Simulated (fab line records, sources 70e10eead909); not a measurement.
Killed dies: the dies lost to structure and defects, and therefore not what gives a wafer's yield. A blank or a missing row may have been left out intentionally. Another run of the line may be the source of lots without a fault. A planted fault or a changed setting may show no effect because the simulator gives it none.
Matching of chambers + flow nand_harc + NHARC_P_M1_PRE_CLEAN_32 on pecvd-02: 3 sister chambers
The step time 12 s. 3 wafers are shown with their chamber, then 7 later ones without.

## WAFERS PAIRED WITH THEIR CHAMBERS
| wafer  | chamber | heater_power_w (W) |
|--------|---------|--------------------|
| L089.4 | 2       | 830                |
| L090.3 | 1       | 731                |
| L090.4 | 0       | 570                |

## WAFERS WITHOUT THEIR CHAMBER
| wafer  | heater_power_w (W) |
|--------|--------------------|
| L090.5 | 592                |
| L093.1 | 731                |
| L093.5 | 733                |
| L093.6 | 724                |
| L096.1 | 592                |
| L096.3 | 720                |
| L096.5 | 722                |

## CHAMBER TAKEN BY EACH
| wafer  | from the rows above | in truth                   |
|--------|---------------------|----------------------------|
| L090.5 | 0                   | 0                          |
| L093.1 | 1                   | 1                          |
| L093.5 | 1                   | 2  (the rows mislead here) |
| L093.6 | 1                   | 1                          |
| L096.1 | 0                   | 0                          |
| L096.3 | 1                   | 1                          |
| L096.5 | 1                   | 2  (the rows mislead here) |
Correct placement for 5 of the 7. Number that these rows cannot place: 0. 2 placed wrongly.
How it was worked out, from the rows above alone: a wafer's distance from a chamber is the root of the sum, over the readings, of the square of ((its reading less the chamber's mean) divided by the reading's scatter). If the next closest chamber is less than 2 further off than the closest, the wafer can't be placed; otherwise it belongs to the closest. The mean given for a chamber averages the wafers shown for that chamber. The scatter: root of mean squared gap, hidden wafer to nearest shown wafer, with one shown wafer a chamber.
